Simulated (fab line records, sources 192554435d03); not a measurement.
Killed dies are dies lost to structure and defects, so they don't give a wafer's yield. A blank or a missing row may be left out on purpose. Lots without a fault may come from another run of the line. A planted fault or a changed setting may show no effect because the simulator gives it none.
Which tool did it? | flow n5_finfet | 15 lots, 45 wafers sampled, at 3 steps of a route of 1938

WHAT THE GAUGES READ, wafer by wafer
N5_BEOL_M5_OVL_MEAS_29. Usual: V4_OVL 0.8 nm, standard deviation 0.78.
lot  | measured     | on         | V4_OVL (nm)   | flag
L478 | day 8 09:02  | overlay-01 | 2.1 1.0 1.4   |
L479 | day 9 12:58  | overlay-02 | 1.8 -0.4 1.5  |
L481 | day 9 20:03  | overlay-02 | 0.9 2.0 2.6   |
L482 | day 10 07:01 | overlay-01 | 0.8 0.3 -0.3  |
L483 | day 10 15:47 | overlay-01 | - - -         | OFF
L485 | day 10 17:53 | overlay-02 | - - -         | OFF
L484 | day 10 22:04 | overlay-01 | - - -         | OFF
L488 | day 11 15:25 | overlay-02 | 1.1 0.9 1.3   |
L493 | day 12 09:43 | overlay-02 | 0.3 0.3 1.7   |
L492 | day 12 16:02 | overlay-01 | 1.2 2.8 2.3   |
L494 | day 12 23:56 | overlay-01 | 1.4 0.7 0.2   |
L495 | day 13 03:28 | overlay-02 | 0.6 0.9 -0.1  |
L497 | day 13 17:44 | overlay-02 | -0.2 -0.6 0.4 |
L498 | day 14 08:38 | overlay-01 | 0.6 0.7 1.3   |
L499 | day 14 11:03 | overlay-01 | 0.5 1.2 1.3   |

WHICH TOOL RAN EACH LOT (tool, then ch and the chambers of the sampled wafers, then the start)
lot  | N5_BEOL_M5_DESCUM_16               | N5_BEOL_M5_PEB_26
L478 | rie_diel-02 ch 0,2,3, day 8 01:20  | litho_track-03 ch 0, day 8 08:56
L479 | rie_diel-05 ch 0,2,3, day 9 11:37  | litho_track-04 ch 0, day 9 12:51
L481 | rie_diel-03 ch 0,1,2, day 9 17:57  | litho_track-04 ch 0, day 9 19:56
L482 | rie_diel-03 ch 0,2, day 10 04:19   | litho_track-04 ch 0, day 10 06:55
L483 | rie_diel-05 ch 0,1, day 10 14:59   | litho_track-04, day 10 15:41
L485 | rie_diel-03 ch 0,1,2, day 10 16:59 | litho_track-05, day 10 17:47
L484 | rie_diel-03 ch 0,2,3, day 10 19:05 | litho_track-03, day 10 21:58
L488 | rie_diel-03 ch 2,3, day 11 14:35   | litho_track-04 ch 0, day 11 15:19
L493 | rie_diel-03 ch 1,2,3, day 12 06:07 | litho_track-04 ch 0, day 12 09:37
L492 | rie_diel-05 ch 1,2,3, day 12 14:38 | litho_track-05 ch 0, day 12 15:56
L494 | rie_diel-03 ch 0,1,3, day 12 22:59 | litho_track-04 ch 0, day 12 23:50
L495 | rie_diel-02 ch 0,2, day 13 01:24   | litho_track-03 ch 0, day 13 03:22
L497 | rie_diel-03 ch 0,2,3, day 13 13:59 | litho_track-05 ch 0, day 13 17:38
L498 | rie_diel-03 ch 1,2,3, day 14 07:52 | litho_track-05 ch 0, day 14 08:32
L499 | rie_diel-02 ch 0,2,3, day 14 09:19 | litho_track-05 ch 0, day 14 10:56
- N5_BEOL_M5_DESCUM_16: chemistry O2, time 7 s.
- N5_BEOL_M5_PEB_26: peb time 60 s.

WHAT THE TOOLS THEMSELVES READ (means of the sampled wafers that have a number; where no wafer has one, the mark that the record gives instead)
N5_BEOL_M5_DESCUM_16. Usual: drypump_motor_current_A 5.8 A, standard deviation 0.55; oes_product_au 0.80 a.u., standard deviation 0.11; rf_vpp_V 243.5 V, standard deviation 1.3; showerhead_plenum_p_Torr 2.11 Torr, standard deviation 0.063; temp_c 39.99 C, standard deviation 0.098; throttle_valve_pct 20.41 %, standard deviation 0.25.
lot  | tool        | drypump_motor_current_A (A) | oes_product_au (a.u.) | rf_vpp_V (V) | showerhead_plenum_p_Torr (Torr) | temp_c (C) | throttle_valve_pct (%) | flag
L478 | rie_diel-02 | 5.8                         | 0.69                  | 243.4        | 2.09                            | 40.05      | 20.36                  |
L479 | rie_diel-05 | 6.3                         | 0.74                  | 243.8        | 2.10                            | 40.00      | 20.48                  |
L481 | rie_diel-03 | 5.7                         | 0.88                  | 242.5        | 2.08                            | 40.03      | 20.50                  |
L482 | rie_diel-03 | 5.9                         | 0.94                  | 243.5        | 2.06                            | 39.91      | 20.29                  |
L483 | rie_diel-05 | 6.2                         | 0.83                  | 243.1        | 2.06                            | 40.03      | 20.26                  |
L485 | rie_diel-03 | 5.7                         | 0.87                  | 243.2        | 2.08                            | 39.94      | 20.51                  |
L484 | rie_diel-03 | 5.5                         | 0.87                  | 243.4        | 2.10                            | 40.03      | 20.37                  |
L488 | rie_diel-03 | 5.2                         | 0.79                  | 244.4        | 2.15                            | 40.03      | 20.46                  |
L493 | rie_diel-03 | 5.4                         | 0.79                  | 243.5        | 2.12                            | 39.98      | 20.59                  |
L492 | rie_diel-05 | 5.9                         | 0.79                  | 243.6        | 2.13                            | 40.00      | 20.54                  |
L494 | rie_diel-03 | 5.3                         | 0.77                  | 243.1        | 2.09                            | 40.08      | 20.62                  |
L495 | rie_diel-02 | 5.4                         | 0.95                  | 244.3        | 2.15                            | 40.00      | 20.01                  |
L497 | rie_diel-03 | 5.6                         | 0.83                  | 242.8        | 2.10                            | 39.87      | 20.41                  |
L498 | rie_diel-03 | 5.4                         | 0.77                  | 243.3        | 2.12                            | 40.07      | 20.63                  |
L499 | rie_diel-02 | 5.8                         | 0.93                  | 244.2        | 2.17                            | 39.97      | 20.08                  |

N5_BEOL_M5_PEB_26. Usual: chill_plate_temp_C 23.02 C, standard deviation 0.12; exhaust_pa 45.0 Pa, standard deviation 0.96.
lot  | tool           | chill_plate_temp_C (C) | exhaust_pa (Pa) | flag
L478 | litho_track-03 | 22.95                  | 45.6            |
L479 | litho_track-04 | 22.95                  | 44.1            |
L481 | litho_track-04 | 22.97                  | 45.3            |
L482 | litho_track-04 | 22.92                  | 45.3            |
L483 | litho_track-04 | -                      | -               | OFF
L485 | litho_track-05 | -                      | -               | OFF
L484 | litho_track-03 | -                      | -               | OFF
L488 | litho_track-04 | 23.10                  | 44.7            |
L493 | litho_track-04 | 22.85                  | 45.8            |
L492 | litho_track-05 | 23.06                  | 44.0            |
L494 | litho_track-04 | 23.01                  | 45.7            |
L495 | litho_track-03 | 22.74                  | 45.7            |
L497 | litho_track-05 | 22.91                  | 45.3            |
L498 | litho_track-05 | 22.98                  | 45.1            |
L499 | litho_track-05 | 23.18                  | 44.2            |

THE ANSWER, worked out from the rows above alone
Rule: a lot is off if the mean of its wafers that have a number lies more than 3 standard deviations from the usual mean. A lot without any number at a reading at which 4 lots or more have one is off too. The other lots that the step has rows for count as sound. The gauges are gone through in route order, then the tools' own readings, and for those a lot's mean is taken as printed above. The first step at which some lot is off is used, and at that step the reading that is off furthest; a lot without a number counts as furthest.
Off: L483, L485, L484, at N5_BEOL_M5_OVL_MEAS_29 (V4_OVL). Without a number there: L483, L485, L484.
A tool fits if, at a process step before that reading, it ran every lot that is off, and no sound lot after the first of them. The gauges at N5_BEOL_M5_OVL_MEAS_29 aren't tried: what is off there is off at N5_BEOL_M5_PEB_26 too, on other tools, and a gauge's error can't cause that. None of those tried fits.

WHAT THE SIMULATOR HAD PUT IN
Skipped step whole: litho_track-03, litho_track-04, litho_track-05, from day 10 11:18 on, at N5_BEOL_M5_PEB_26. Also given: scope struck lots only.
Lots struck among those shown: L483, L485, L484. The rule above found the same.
